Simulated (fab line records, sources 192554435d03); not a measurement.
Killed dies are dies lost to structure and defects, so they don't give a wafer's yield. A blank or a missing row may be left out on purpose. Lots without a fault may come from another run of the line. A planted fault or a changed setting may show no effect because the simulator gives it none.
Which tool did it? | flow n5_finfet | 10 lots, 30 wafers sampled, at 5 steps of a route of 1938

WHAT THE GAUGES READ, wafer by wafer
The record holds no reading of a measuring or inspecting step that can be judged against a usual standard deviation.

WHICH TOOL RAN EACH LOT (tool, then ch and the chambers of the sampled wafers, then the start)
lot  | N5_MOL_CONTACT_COAG_ALD_131       | N5_MOL_CONTACT_COAG_COAT_62       | N5_MOL_CONTACT_COAG_DESCUM_45      | N5_MOL_CONTACT_COAG_ETCH_65        | N5_PASSIVATION_PROBE_49
L787 | ald_sin-03 ch 1,2,3, day 5 12:48  | litho_track-01 ch 0, day 5 13:33  | rie_diel-02 ch 1,2, day 5 13:58    | rie_diel-02 ch 1,2, day 5 13:59    | -
L789 | ald_sin-03 ch 0,2,3, day 6 02:13  | litho_track-01 ch 0, day 6 02:59  | rie_diel-04 ch 0,1, day 6 03:54    | rie_diel-04 ch 0,1, day 6 03:56    | -
L790 | ald_sin-03 ch 0,1,3, day 6 06:40  | litho_track-04 ch 0, day 6 07:30  | rie_diel-04 ch 1,2, day 6 08:05    | rie_diel-04 ch 1,2, day 6 08:07    | -
L792 | ald_sin-01 ch 0,1,3, day 6 13:40  | litho_track-03 ch 0, day 6 14:22  | rie_diel-04 ch 0,1,2, day 6 14:54  | rie_diel-04 ch 0,1,2, day 6 14:56  | -
L795 | ald_sin-04 ch 0,2, day 7 13:08    | litho_track-01 ch 0, day 7 13:52  | rie_diel-05 ch 1,3, day 7 14:29    | rie_diel-05 ch 1,3, day 7 14:31    | prober-02, day 14 07:51
L798 | ald_sin-03 ch 1,2,3, day 8 07:17  | litho_track-01 ch 0, day 8 08:03  | rie_diel-05 ch 2,3, day 8 08:35    | rie_diel-05 ch 2,3, day 8 08:37    | -
L802 | ald_sin-04 ch 2,3, day 9 03:29    | litho_track-01 ch 0, day 9 04:12  | rie_diel-05 ch 0,1,3, day 9 04:44  | rie_diel-05 ch 0,1,3, day 9 04:46  | -
L803 | ald_sin-01 ch 1,3, day 9 06:22    | litho_track-03 ch 0, day 9 07:05  | rie_diel-02 ch 0,2, day 9 07:37    | rie_diel-02 ch 0,2, day 9 07:38    | -
L806 | ald_sin-03 ch 0,1,2, day 10 03:26 | litho_track-04 ch 0, day 10 04:09 | rie_diel-02 ch 0,1,3, day 10 04:41 | rie_diel-02 ch 0,1,3, day 10 04:43 | -
L809 | ald_sin-04 ch 0,1,3, day 10 20:08 | litho_track-03 ch 0, day 10 20:53 | rie_diel-02 ch 1,2,3, day 10 21:32 | rie_diel-02 ch 1,2,3, day 10 21:34 | -
- N5_MOL_CONTACT_COAG_ALD_131: deposits SiO2, target thk 5 nm, pulse time 1 s, co reactant pulse time 1 s.
- N5_MOL_CONTACT_COAG_COAT_62: time 60 s, resist thk 60 nm.
- N5_MOL_CONTACT_COAG_DESCUM_45: chemistry O2, time 7 s.
- N5_MOL_CONTACT_COAG_ETCH_65: etches underlayer in N2/H2, target depth 13 nm, time 10.4 s.
- N5_PASSIVATION_PROBE_49

WHAT THE TOOLS THEMSELVES READ (means of the sampled wafers that have a number; where no wafer has one, the mark that the record gives instead)
N5_MOL_CONTACT_COAG_ALD_131. Usual: heater_power_w 79 W, standard deviation 7.3; precursor_pulse_height_rel 1.002, standard deviation 0.019; susceptor_temp_C 100.01 C, standard deviation 0.13.
lot  | tool       | heater_power_w (W) | precursor_pulse_height_rel | susceptor_temp_C (C) | flag
L787 | ald_sin-03 | 80                 | 1.022                      | 99.94                |
L789 | ald_sin-03 | 83                 | 0.970                      | 100.13               |
L790 | ald_sin-03 | 78                 | 0.996                      | 99.99                |
L792 | ald_sin-01 | 82                 | 1.013                      | 100.00               |
L795 | ald_sin-04 | 75                 | 0.987                      | 99.96                |
L798 | ald_sin-03 | 79                 | 1.008                      | 100.00               |
L802 | ald_sin-04 | 76                 | 1.011                      | 100.18               |
L803 | ald_sin-01 | 78                 | 0.994                      | 99.86                |
L806 | ald_sin-03 | 77                 | 1.000                      | 100.12               |
L809 | ald_sin-04 | 77                 | 1.005                      | 100.01               |

N5_MOL_CONTACT_COAG_COAT_62. Usual: resist_line_temp_C 22.98 C, standard deviation 0.11; spin_speed_rpm 1499.9 rpm, standard deviation 1.1.
lot  | tool           | resist_line_temp_C (C) | spin_speed_rpm (rpm) | flag
L787 | litho_track-01 | 22.93                  | 1499.7               |
L789 | litho_track-01 | 23.03                  | 1500.0               |
L790 | litho_track-04 | 22.96                  | 1499.1               |
L792 | litho_track-03 | 23.06                  | 1500.0               |
L795 | litho_track-01 | 22.88                  | 1499.9               |
L798 | litho_track-01 | 22.99                  | 1233.6               | OFF
L802 | litho_track-01 | 22.87                  | 1232.9               | OFF
L803 | litho_track-03 | 22.94                  | 1500.2               |
L806 | litho_track-04 | 23.05                  | 1501.7               |
L809 | litho_track-03 | 22.98                  | 1499.0               |

N5_MOL_CONTACT_COAG_DESCUM_45. Usual: chamber_pressure_mTorr 20.001 mTorr, standard deviation 0.018; drypump_motor_current_A 5.8 A, standard deviation 0.42; oes_product_au 0.77 a.u., standard deviation 0.11; rf_vpp_V 243.0 V, standard deviation 1.5; showerhead_plenum_p_Torr 2.08 Torr, standard deviation 0.088; throttle_valve_pct 20.35 %, standard deviation 0.17.
lot  | tool        | chamber_pressure_mTorr (mTorr) | drypump_motor_current_A (A) | oes_product_au (a.u.) | rf_vpp_V (V) | showerhead_plenum_p_Torr (Torr) | throttle_valve_pct (%) | flag
L787 | rie_diel-02 | 20.019                         | 5.8                         | 0.69                  | 242.8        | 2.14                            | 20.64                  |
L789 | rie_diel-04 | 20.000                         | 5.5                         | 0.85                  | 245.3        | 2.22                            | 20.38                  |
L790 | rie_diel-04 | 20.015                         | 5.4                         | 0.70                  | 244.1        | 2.14                            | 20.36                  |
L792 | rie_diel-04 | 20.000                         | 5.5                         | 0.76                  | 243.6        | 2.16                            | 20.41                  |
L795 | rie_diel-05 | 20.000                         | 5.7                         | 0.88                  | 243.1        | 2.07                            | 20.32                  |
L798 | rie_diel-05 | 19.998                         | 5.5                         | 0.80                  | 241.4        | 1.94                            | 20.26                  |
L802 | rie_diel-05 | 20.011                         | 5.6                         | 0.87                  | 243.8        | 2.11                            | 20.20                  |
L803 | rie_diel-02 | 20.017                         | 5.8                         | 0.68                  | 241.6        | 2.03                            | 20.52                  |
L806 | rie_diel-02 | 20.003                         | 6.2                         | 0.75                  | 242.8        | 2.08                            | 20.34                  |
L809 | rie_diel-02 | 20.003                         | 6.0                         | 0.84                  | 242.6        | 2.09                            | 20.24                  |

N5_MOL_CONTACT_COAG_ETCH_65. Usual: chamber_pressure_mTorr 30.000 mTorr, standard deviation 0.03; drypump_motor_current_A 5.8 A, standard deviation 0.42; etch_rf_on_time_s 10.7 s, standard deviation 0.37; oes_product_au 0.65 a.u., standard deviation 0.091; rf_vpp_V 523.6 V, standard deviation 2.8; showerhead_plenum_p_Torr 2.54 Torr, standard deviation 0.1; throttle_valve_pct 17.88 %, standard deviation 0.24.
lot  | tool        | chamber_pressure_mTorr (mTorr) | drypump_motor_current_A (A) | etch_rf_on_time_s (s) | oes_product_au (a.u.) | rf_vpp_V (V) | showerhead_plenum_p_Torr (Torr) | throttle_valve_pct (%) | flag
L787 | rie_diel-02 | 29.997                         | 5.8                         | 11.1                  | 0.57                  | 524.6        | 2.60                            | 18.12                  |
L789 | rie_diel-04 | 29.999                         | 5.5                         | 10.6                  | 0.71                  | 527.7        | 2.70                            | 17.81                  |
L790 | rie_diel-04 | 30.022                         | 5.4                         | 10.6                  | 0.60                  | 525.3        | 2.60                            | 17.91                  |
L792 | rie_diel-04 | 30.005                         | 5.5                         | 10.6                  | 0.64                  | 525.6        | 2.63                            | 17.98                  |
L795 | rie_diel-05 | 30.005                         | 5.7                         | 10.1                  | 0.76                  | 523.9        | 2.55                            | 18.00                  |
L798 | rie_diel-05 | 30.016                         | 5.5                         | 10.6                  | 0.67                  | 520.3        | 2.39                            | 17.84                  |
L802 | rie_diel-05 | 29.966                         | 5.6                         | 10.1                  | 0.75                  | 525.6        | 2.58                            | 17.79                  |
L803 | rie_diel-02 | 30.027                         | 5.8                         | 10.6                  | 0.57                  | 521.5        | 2.49                            | 18.06                  |
L806 | rie_diel-02 | 29.966                         | 6.2                         | 10.9                  | 0.63                  | 522.8        | 2.52                            | 17.79                  |
L809 | rie_diel-02 | 29.984                         | 6.0                         | 10.9                  | 0.71                  | 524.0        | 2.55                            | 17.78                  |

N5_PASSIVATION_PROBE_49. Usual: killed_at_M0_to_M3 34, standard deviation 11; killed_at_M4_up 13, standard deviation 5.2; killed_at_contacts 13, standard deviation 6.3; killed_at_front_end 40, standard deviation 14; killed_at_other 3.2, standard deviation 2.4; killed_dies 104, standard deviation 19; killed_open 69, standard deviation 14; killed_short 32, standard deviation 7.5.
lot  | tool      | killed_at_M0_to_M3 | killed_at_M4_up | killed_at_contacts | killed_at_front_end | killed_at_other | killed_dies | killed_open | killed_short | flag
L795 | prober-02 | 41                 | 11              | 19                 | 34                  | 2.0             | 106         | 71          | 33           |

THE ANSWER, worked out from the rows above alone
Rule: a lot is off if the mean of its wafers that have a number lies more than 3 standard deviations from the usual mean. A lot without any number at a reading at which 4 lots or more have one is off too. The other lots that the step has rows for count as sound. The gauges are gone through in route order, then the tools' own readings, and for those a lot's mean is taken as printed above. The first step at which some lot is off is used, and at that step the reading that is off furthest; a lot without a number counts as furthest.
Off: L798, L802, at N5_MOL_CONTACT_COAG_COAT_62 (spin_speed_rpm).
A tool fits if, at that step or a process step before it, it ran every lot that is off, and no sound lot after the first of them. One fits: litho_track-01 at N5_MOL_CONTACT_COAG_COAT_62. Its last sound lot is L795 (day 7 13:52), its first lot that is off L798 (day 8 08:03): a fault that began between those two fits.
The tool's own readings at N5_MOL_CONTACT_COAG_COAT_62 bear it out: on the lots that are off they differ by more than 5 times the standard deviation of the sound lots' means. spin_speed_rpm reads 1233.2 rpm there against 1500.0 rpm on the sound lots.

WHAT THE SIMULATOR HAD PUT IN
Process parameter drift: litho_track-01, from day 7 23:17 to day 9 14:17, at N5_MOL_CONTACT_COAG_COAT_62. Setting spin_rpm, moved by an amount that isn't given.
Lots struck among those shown: L798, L802. The rule above found the same.
